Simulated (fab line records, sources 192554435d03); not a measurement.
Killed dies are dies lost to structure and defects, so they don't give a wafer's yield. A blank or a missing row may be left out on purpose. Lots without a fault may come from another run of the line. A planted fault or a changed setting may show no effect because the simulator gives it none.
Which tool did it? | flow n5_finfet | 12 lots, 36 wafers sampled, at 2 steps of a route of 1938

WHAT THE GAUGES READ, wafer by wafer
N5_DUMMY_GATE_CD_MEAS_24: target cd 15 nm.
lot  | measured    | on        | cd_nm (nm)
L075 | day 3 07:10 | cd_sem-02 | 14.6 15.4 14.0
L077 | day 3 17:08 | cd_sem-03 | 14.4 15.2 14.9
L079 | day 4 05:35 | cd_sem-01 | 14.2 14.0 14.5
L081 | day 4 18:38 | cd_sem-02 | 15.2 14.9 14.9
L083 | day 5 09:28 | cd_sem-03 | 14.4 14.7 13.5
L085 | day 5 18:52 | cd_sem-02 | 14.9 14.6 14.8
L087 | day 6 05:46 | cd_sem-01 | 14.2 15.2 14.5
L089 | day 6 17:47 | cd_sem-03 | 13.9 15.1 15.1
L091 | day 7 09:41 | cd_sem-03 | 14.0 14.4 14.7
L093 | day 7 17:46 | cd_sem-01 | 14.6 13.6 14.8
L095 | day 8 03:29 | cd_sem-01 | 14.1 14.7 14.5
L097 | day 8 19:33 | cd_sem-03 | 14.7 14.6 14.5

WHICH TOOL RAN EACH LOT (tool, then ch and the chambers of the sampled wafers, then the start)
lot  | N5_FIN_CUT_CUT_ETCH_28
L075 | rie_si-01 ch 2,3, day 2 12:07
L077 | rie_si-01 ch 1,3, day 2 21:46
L079 | rie_si-04 ch 0,1,3, day 3 09:41
L081 | rie_si-06 ch 1,2, day 3 23:35
L083 | rie_si-06 ch 0,1,3, day 4 13:12
L085 | rie_si-04 ch 0,3, day 4 23:32
L087 | rie_si-04 ch 0,2,3, day 5 10:49
L089 | rie_si-06 ch 1,2, day 5 22:31
L091 | rie_si-06 ch 0,2, day 6 12:43
L093 | rie_si-01 ch 1,2, day 6 21:46
L095 | rie_si-06 ch 0,1, day 7 08:54
L097 | rie_si-06 ch 0,1, day 7 22:35
- N5_FIN_CUT_CUT_ETCH_28: etches Si in HBr/Cl2/O2, target depth 6 nm, time 2.4 s.

THE ANSWER, worked out from the rows above alone
Rule: what is usual is taken from the lots themselves. Put in order of their means at a reading, lots are off if they are a third of the lots or fewer, leave a main group of 4 or more, and stand apart from it by a gap of 3 or more times the standard deviation of the main group's means; of several such gaps the widest counts. A main group whose means are all the same, to the digits that the tables above print for the reading, isn't used. A lot without any number at a reading at which 4 lots or more have one is off too. The other lots that the step has rows for count as sound.
No lot is off at any reading shown: from this, nothing can be told.

WHAT THE SIMULATOR HAD PUT IN
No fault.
